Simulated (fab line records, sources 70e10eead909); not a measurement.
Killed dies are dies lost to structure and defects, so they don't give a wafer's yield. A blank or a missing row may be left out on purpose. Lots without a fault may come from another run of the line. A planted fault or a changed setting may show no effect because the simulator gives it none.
Which tool did it? | flow nand_harc | 15 lots, 45 wafers sampled, at 5 steps of a route of 1159

WHAT THE GAUGES READ, wafer by wafer
NHARC_A_SOURCE_PLATE_THK_MEAS_09: measures by ellipsometry.
lot  | measured     | on            | thk_nm (nm)
L636 | day 6 16:56  | film_metro-02 | 10.7 9.5 11.6
L639 | day 7 17:14  | film_metro-01 | 9.3 9.7 8.4
L638 | day 7 17:14  | film_metro-02 | 10.3 8.2 10.6
L640 | day 8 02:09  | film_metro-02 | 11.2 9.6 9.3
L641 | day 8 02:10  | film_metro-01 | 8.9 9.5 9.6
L642 | day 8 22:13  | film_metro-02 | 11.5 10.7 9.9
L645 | day 9 07:23  | film_metro-01 | 9.7 11.1 9.8
L648 | day 10 00:51 | film_metro-01 | 9.7 10.6 9.5
L653 | day 11 01:13 | film_metro-01 | 8.9 10.4 10.9
L655 | day 11 20:29 | film_metro-01 | 10.2 8.9 9.4
L657 | day 11 20:29 | film_metro-02 | 9.8 8.7 8.1
L654 | day 11 20:29 | film_metro-01 | 10.2 10.3 10.0
L656 | day 12 00:59 | film_metro-02 | 9.3 11.4 10.3
L658 | day 12 07:20 | film_metro-01 | 9.2 11.2 10.4
L659 | day 12 07:20 | film_metro-02 | 10.7 9.8 9.1

NHARC_A_ONON_D1_THK_MEAS_24: measures by ellipsometry.
lot  | measured     | on            | thk_nm (nm)
L636 | day 7 18:06  | film_metro-02 | 1007 1006 1006
L639 | day 8 17:41  | film_metro-01 | 1008 1007 1008
L638 | day 8 17:29  | film_metro-01 | 999 1003 1001
L640 | day 9 02:14  | film_metro-02 | 999 1000 999
L641 | day 9 02:14  | film_metro-01 | 1013 1013 1010
L642 | day 9 23:05  | film_metro-02 | 993 992 993
L645 | day 10 09:32 | film_metro-02 | 994 995 994
L648 | day 11 02:06 | film_metro-02 | 991 992 992
L653 | day 12 01:34 | film_metro-01 | 1039 991 991
L655 | day 12 21:16 | film_metro-01 | 1049 1049 1050
L657 | day 12 21:08 | film_metro-02 | 999 1001 1001
L654 | day 12 21:17 | film_metro-01 | 995 996 999
L656 | day 13 01:23 | film_metro-01 | 1055 1009 1010
L658 | day 13 10:12 | film_metro-01 | 991 991 990
L659 | day 13 10:11 | film_metro-02 | 1000 1001 1002

NHARC_A_ONON_D1_INSPECT_32.
lot  | measured     | on                | raw_defect_count
L636 | day 7 19:53  | defect_inspect-02 | 73 55 57
L639 | day 8 19:28  | defect_inspect-01 | 90 92 145
L638 | day 8 19:12  | defect_inspect-02 | 90 97 70
L640 | day 9 03:55  | defect_inspect-01 | 61 42 47
L641 | day 9 03:57  | defect_inspect-01 | 60 48 36
L642 | day 10 00:52 | defect_inspect-01 | 46 82 59
L645 | day 10 11:12 | defect_inspect-01 | 48 43 36
L648 | day 11 03:56 | defect_inspect-02 | 61 65 80
L653 | day 12 03:17 | defect_inspect-01 | 38 51 30
L655 | day 12 22:56 | defect_inspect-02 | 63 42 46
L657 | day 12 22:52 | defect_inspect-02 | 89 84 104
L654 | day 12 23:07 | defect_inspect-01 | 56 67 57
L656 | day 13 03:04 | defect_inspect-02 | 75 76 39
L658 | day 13 12:08 | defect_inspect-01 | 77 47 81
L659 | day 13 11:52 | defect_inspect-01 | 70 96 83

WHICH TOOL RAN EACH LOT (tool, then ch and the chambers of the sampled wafers, then the start)
lot  | NHARC_A_ZERO_WELL_ETCH_13        | NHARC_A_ONON_D1_DEP_22
L636 | rie_si-06 ch 1,2, day 6 08:22    | pecvd_onon-04 ch 0, day 7 17:36
L639 | rie_si-05 ch 2,3, day 7 07:57    | pecvd_onon-02 ch 0, day 8 17:11
L638 | rie_si-05 ch 0,3, day 7 08:45    | pecvd_onon-03 ch 0, day 8 17:02
L640 | rie_si-06 ch 0,3, day 7 17:37    | pecvd_onon-03 ch 0, day 9 01:42
L641 | rie_si-01 ch 0,2,3, day 7 18:29  | pecvd_onon-02 ch 0, day 9 01:44
L642 | rie_si-05 ch 0,3, day 8 13:56    | pecvd_onon-02 ch 0, day 9 22:37
L645 | rie_si-01 ch 1,2,3, day 8 22:38  | pecvd_onon-03 ch 0, day 10 09:11
L648 | rie_si-01 ch 1,2, day 9 17:25    | pecvd_onon-03 ch 0, day 11 01:39
L653 | rie_si-06 ch 1,2,3, day 10 16:42 | pecvd_onon-02 ch 0, day 12 01:03
L655 | rie_si-06 ch 0,1,2, day 11 11:58 | pecvd_onon-02 ch 0, day 12 20:46
L657 | rie_si-05 ch 0,1, day 11 13:12   | pecvd_onon-03 ch 0, day 12 20:37
L654 | rie_si-01 ch 1,2, day 11 13:32   | pecvd_onon-04 ch 0, day 12 20:46
L656 | rie_si-06 ch 2,3, day 11 16:23   | pecvd_onon-02 ch 0, day 13 00:55
L658 | rie_si-01 ch 1,2,3, day 11 22:52 | pecvd_onon-04 ch 0, day 13 09:48
L659 | rie_si-05 ch 0,1,2, day 11 23:52 | pecvd_onon-03 ch 0, day 13 09:48
- NHARC_A_ZERO_WELL_ETCH_13: etches the open film in HBr/Cl2, target depth 120 nm, time 40.1 s.
- NHARC_A_ONON_D1_DEP_22: target thk 1000 nm.

WHAT THE TOOLS THEMSELVES READ (means of the sampled wafers that have a number; where no wafer has one, the mark that the record gives instead)
NHARC_A_ZERO_WELL_ETCH_13.
lot  | tool      | drypump_motor_current_A (A) | oes_product_au (a.u.) | throttle_valve_pct (%)
L636 | rie_si-06 | 6.1                         | 0.998                 | 26.412
L639 | rie_si-05 | 5.2                         | 0.993                 | 26.413
L638 | rie_si-05 | 6.0                         | 1.007                 | 26.403
L640 | rie_si-06 | 6.2                         | 1.006                 | 26.401
L641 | rie_si-01 | 5.4                         | 0.996                 | 26.406
L642 | rie_si-05 | 6.0                         | 1.003                 | 26.409
L645 | rie_si-01 | 5.5                         | 1.006                 | 26.407
L648 | rie_si-01 | 5.9                         | 1.014                 | 26.409
L653 | rie_si-06 | 6.0                         | 1.012                 | 26.406
L655 | rie_si-06 | 6.0                         | 1.006                 | 26.410
L657 | rie_si-05 | 6.3                         | 1.005                 | 26.404
L654 | rie_si-01 | 5.9                         | 1.008                 | 26.408
L656 | rie_si-06 | 6.4                         | 1.000                 | 26.406
L658 | rie_si-01 | 5.5                         | 1.002                 | 26.414
L659 | rie_si-05 | 5.9                         | 0.994                 | 26.399

THE ANSWER, worked out from the rows above alone
Rule: what is usual is taken from the lots themselves. Put in order of their means at a reading, lots are off if they are a third of the lots or fewer, leave a main group of 4 or more, and stand apart from it by a gap of 3 or more times the standard deviation of the main group's means; of several such gaps the widest counts. A main group whose means are all the same, to the digits that the tables above print for the reading, isn't used. A lot without any number at a reading at which 4 lots or more have one is off too. The other lots that the step has rows for count as sound. The gauges are gone through in route order, then the tools' own readings, and for those a lot's mean is taken as printed above. The first step at which some lot is off is used, and at that step the reading that is off furthest; a lot without a number counts as furthest.
No lot is off at any reading shown: from this, nothing can be told.

WHAT THE SIMULATOR HAD PUT IN
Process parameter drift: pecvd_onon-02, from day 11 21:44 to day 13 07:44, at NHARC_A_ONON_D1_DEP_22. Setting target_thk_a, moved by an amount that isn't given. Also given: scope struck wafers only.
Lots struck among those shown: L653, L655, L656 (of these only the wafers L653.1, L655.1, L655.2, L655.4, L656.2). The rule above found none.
